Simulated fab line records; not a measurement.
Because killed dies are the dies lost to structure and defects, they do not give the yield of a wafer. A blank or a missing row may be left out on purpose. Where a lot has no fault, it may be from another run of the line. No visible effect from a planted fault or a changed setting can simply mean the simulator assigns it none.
Struck lot and sound lot, side by side | flow n5Finfet | 38 steps out of a route of 1938
Sound: the wafers L848.2, L848.4, L848.5. Wafers L846.1, L846.3, L846.6 were the ones struck. The cause comes at the end.
Each step with rows lists, per side, the tool, then ch with its chambers, then its first start. Under that, the readings that differ: sound wafers | struck wafers | difference of the means | sigmas: that difference in standard deviations of wafers without a fault.
alike: same words and numbers on both sides, and readings whose means sit less than 2 such deviations apart. not compared: any withheld reading, any reading some wafer has no value for, any bound like >300 that may hide the same value, and any number with overlapping values for which the record gives no deviation.
Wherever a step has rows on one side only, a row that says differs or no value, or a row with sigmas, the two part there. Non-overlapping numbers with no deviation appear without sigmas and do not part them. A reading missing from all wafers of one side parts the sides only when that side holds two or more wafers.

first, 9 steps without rows for these wafers: N5_BEOL_M4_ANNEAL_95 (time 240 s); N5_BEOL_M4_SPUTTER_96 (material Cu, target thk 4.5 nm, time 8.29 s); N5_BEOL_M4_ECD_50 (material Cu, target thk 300 nm); N5_BEOL_M4_ANNEAL_51 (time 90 s); N5_BEOL_M4_CMP_52 (polishes, stops on SiOC, t overpolish 6.8 s, target thk 40 nm); N5_BEOL_M4_PRE_CLEAN_60 (time 15 s); N5_BEOL_M4_CO_CAP_55 (material Co, precursor CCTBA/H2, target thk 2 nm, time 102.1 s); N5_BEOL_M4_PRE_CLEAN_56 (time 15 s); N5_BEOL_M4_DEP_57 (deposits SiCN from 3MS/NH3, target thk 8 nm, time 14 s).
N5_BEOL_M4_RC_MEAS_101:
  sound on prober-02 ch 0, day 13 19:08; struck on prober-01 ch 0, day 13 17:18
  alike: DIBL_N, DIBL_P, IOFF_N, IOFF_P, ION_N, ION_P, SS_N, SS_P, VT_N, VT_P
then, 24 steps without rows for these wafers: N5_BEOL_M5_ILD_DEP_00 (deposits SiCOH lowk from DEMS/porogen, target thk 140.64 nm, time 25.9 s); N5_BEOL_M5_CURE_79 (cures SiCOH lowk, time 240 s); N5_BEOL_M5_PECVD_70 (deposits SiO2 from TEOS/O2, target thk 16 nm, time 18 s); N5_BEOL_M5_HM_DEP_02 (deposits TiN, target thk 20 nm); N5_BEOL_M5_COAT_59 (time 60 s, resist thk 60 nm); N5_BEOL_M5_COAT_60 (time 60 s, resist thk 12 nm); N5_BEOL_M5_COAT_71 (time 60 s, resist thk 5 nm); N5_BEOL_M5_COAT_05 (resist thk 30 nm); N5_BEOL_M5_EBR_07; N5_BEOL_M5_SOFTBAKE_06 (time 60 s); N5_BEOL_M5_EXPOSE_08 (exposes mask M5, target cd 28 nm); N5_BEOL_M5_PEB_09 (peb time 60 s); N5_BEOL_M5_DEVELOP_10 (develop time 30 s); N5_BEOL_M5_DESCUM_16 (chemistry O2, time 7 s); N5_BEOL_M5_ETCH_72 (etches underlayer in N2/H2, target depth 6.5 nm, time 5.2 s); N5_BEOL_M5_ETCH_61 (etches SiARC in CF4, target depth 15.6 nm, time 26 s); N5_BEOL_M5_ETCH_62 (etches SOC in N2/H2, target depth 75 nm, overetch 15 nm, time 112.5 s); N5_BEOL_M5_STRIP_63 (strips in N2/H2); N5_BEOL_M5_STRIP_73 (strips in N2/H2); N5_BEOL_M5_STRIP_64 (strips in CF4); N5_BEOL_M5_HM_OPEN_17 (chemistry Cl2/BCl3, target TiN, target depth 20 nm, overetch 6 nm); N5_BEOL_M5_STRIP_19 (strips in O2); N5_BEOL_M5_COAT_65 (time 60 s, resist thk 60 nm); N5_BEOL_M5_COAT_66 (time 60 s, resist thk 12 nm).
N5_BEOL_M9_ANNEAL_51: time 90 s.
  sound on rtpAnneal-02 ch 0, day 15 21:14; struck on rtpAnneal-02, day 15 15:29
  no value came back on the struck wafers for annealTempC (C), annealTempCMax, wafer_temp_C_max; on the sound wafers annealTempC (C) reads 225.09 225.23 224.87
N5_BEOL_M9_CMP_52: polishes, stops on SiCOH lowk, t overpolish 7 s, target thk 140 nm.
  sound on cmp-02 ch 0,1,3, day 15 21:32; struck on cmp-02 ch 0,1,2, day 15 15:49
reading                   | sound          | struck         | difference | sigmas
barrierFieldEndpointS (s) | 29.3 28.7 29.3 | 33.9 34.6 32.6 | +4.6       | +6
timeToEndpointS (s)       | 67 57 64       | 86 85 86       | +23        | +6
  alike: motorCurrentA, overpolishRunS
-- record jumps: 2 days separate the struck wafers' starts on either side; left off in module BEOL_M9, taken up again in module BEOL_M15, whose first shown step is the route's number 1830 --
N5_BEOL_M15_RC_MEAS_101:
  sound on prober-01 ch 0, day 17 16:18; struck on prober-02 ch 0, day 17 16:02
reading          | sound                 | struck                | difference | sigmas
COMB_M7 (S/m)    | 3e-11 1.7e-11 1.6e-11 | 3.6e-11 3e-11 3.1e-11 | +1.1e-11   | +2
SERP_M9 (ohm/um) | 3.16 3.27 3.21        | 3.03 2.98 2.89        | -0.25      | -2
  alike: COMB_M10, COMB_M11, COMB_M12, COMB_M12_max_site, COMB_M13, COMB_M14, COMB_M15, COMB_M5, COMB_M6, COMB_M8, COMB_M8_max_site, SERP_M10, SERP_M10_max_site, SERP_M11, SERP_M12, SERP_M13, SERP_M13_max_site, SERP_M14, SERP_M5, SERP_M6, SERP_M7, SERP_M8, SERP_M9_max_site
  not compared: COMB_M9, COMB_M9_max_site
N5_PASSIVATION_PROBE_49:
  sound on prober-02 at day 18 05:06; struck on prober-01 at day 18 04:11
reading                | sound          | struck         | difference | sigmas
defectLimitedYield (%) | 91.4 90.1 92.1 | 55.2 54.4 87.5 | -25.5      | -18
killed_at_M4_up        | 9 9 8          | 407 423 29     | +278       | +52
killedDies             | 102 117 93     | 529 538 148    | +301       | +18
killedOnRim            | 12 8 2         | 152 152 18     | +100       | +23
killedOpen             | 67 67 59       | 85 89 95       | +25        | +2
sort_bin_4_leakage (%) | 0 0.51 0       | 0 0 0          | +0         | -2
sortNPass              | 1078 1057 1087 | 651 642 1032   | -299       | -18
sortYieldPct (%)       | 91.4 89.6 92.1 | 55.2 54.4 87.5 | -25.3      | -18
  alike: killed_at_M0_to_M3, killedAtContacts, killedAtFrontEnd, killedAtOther, killedShort, sort_bin_5_function, sort_bin_6_memory

== WHERE THEY PART ==
First at N5_BEOL_M9_ANNEAL_51; last, within this record, at N5_PASSIVATION_PROBE_49.

WHY: whatever the simulator had introduced
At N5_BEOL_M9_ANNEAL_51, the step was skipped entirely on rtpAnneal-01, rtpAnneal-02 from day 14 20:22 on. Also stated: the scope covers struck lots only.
